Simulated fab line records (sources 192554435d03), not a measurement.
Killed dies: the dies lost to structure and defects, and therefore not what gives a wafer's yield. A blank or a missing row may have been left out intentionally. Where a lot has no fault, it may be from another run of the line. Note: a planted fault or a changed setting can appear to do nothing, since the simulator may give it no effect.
Split-lot trial	flow n5 finfet	7 lots, 21 wafers read, on a route of 1938 steps

== ON THE SPLIT ==
At N5_BEOL_M0_CUTY_EXPOSE_54 (exposes mask M0 ABLK), the setting dose mj was moved away from the recipe's 36 on 8 of the 21 wafers read, by -6.8% to +5.7%. The other wafers ran this setting at the recipe's value.

== FROM THE SPLIT TO THE READING: what the file shows between them, 2 steps ==
- N5_BEOL_M0_CUTY_PEB_55: peb time 60 s
- N5_BEOL_M0_CUTY_DEVELOP_56: develop time 30 s

== THE READING ==
Shown in nm: cd nm at N5_BEOL_M0_CUTY_CD_MEAS_57, with target cd 200 nm. Fault-free wafers of this fab line usually give 199.9 nm, standard deviation 0.97 nm.

wafer	tool, chamber at the split	dose mj as run	against the recipe	cd nm, nm	against lot-mates on the recipe
L074.1	arfi scanner-03, 0	33.55	-6.8%	202.3	+4.7
L074.2	arfi scanner-03, 0	33.55	-6.8%	203.1	+5.5
L074.5	arfi scanner-03, 0	36	recipe	197.6	-
L079.1	arfi scanner-02, 0	38.04	+5.7%	194.9	-6.0
L079.3	arfi scanner-02, 0	36	recipe	200.9	-
L079.4	arfi scanner-02, 0	38.04	+5.7%	194.4	-6.5
L087.1	arfi scanner-03, 0	36	recipe	200.3	-
L087.4	arfi scanner-03, 0	36	recipe	201.3	-
L087.6	arfi scanner-03, 0	36	recipe	201.3	-
L088.3	arfi scanner-03, 0	36	recipe	201.6	-
L088.4	arfi scanner-03, 0	37.22	+3.4%	198.6	-3.0
L088.5	arfi scanner-03, 0	37.22	+3.4%	199.9	-1.7
L089.3	arfi scanner-01, 0	36	recipe	200.1	-
L089.5	arfi scanner-01, 0	36	recipe	199.4	-
L089.6	arfi scanner-01, 0	34.65	-3.8%	201.8	+2.1
L094.1	arfi scanner-01, 0	36	recipe	199.6	-
L094.2	arfi scanner-01, 0	36	recipe	197.2	-
L094.4	arfi scanner-01, 0	36	recipe	199.5	-
L097.1	arfi scanner-01, 0	37.96	+5.4%	196.1	-2.8
L097.2	arfi scanner-01, 0	36	recipe	199.1	-
L097.6	arfi scanner-01, 0	36	recipe	198.6	-

FIT RESULTS
A straight line over all 21 wafers: cd nm changes by -0.572 nm for each +1% of dose mj; r = -0.81; the points scatter about the line by 1.4 nm.
The same after taking each lot's own level away (the mean of its wafers on the recipe; 21 wafers): -0.796 nm for each +1%; r = -0.95; scatter 0.9 nm.
The reading moves by 5.4 nm for the largest change in dose mj, on that fit.
Measured against the standard deviation above, the lots' own levels, which go from 197.60 to 201.60 nm, span 4.1 times it.
Hence the slope depends on the lot-to-lot level, as the two fits are not the same.
Check: +5.51 nm against its lot-mates is what the line predicts for one of the wafers moved furthest among these (-6.8%) when that wafer is left out of the fit. Against them it came out at +4.7 nm.

== OTHER SPLITS APPLIED TO THESE WAFERS ==
Note: prior to the reading, these wafers also went through further splits. Each is held against what the fit with the lots' levels taken away leaves over:
other split on the same wafers	wafers away from the commonest value	r with cd nm (lot level and that fit taken away)
N5_MOL_CONTACT_COAG_COAT_58 spin rpm	10	-0.33
N5_MOL_CONTACT_COAG_ALD_27 ald cycles	2	-0.27
N5_MOL_CONTACT_COAG_COAT_76 spin rpm	8	-0.01
N5_MOL_CONTACT_COAG_COAT_63 spin rpm	5	-0.22

== FILE'S OWN FIT ==
cd nm changes by -0.754 nm for each +1% of dose mj, r = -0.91.
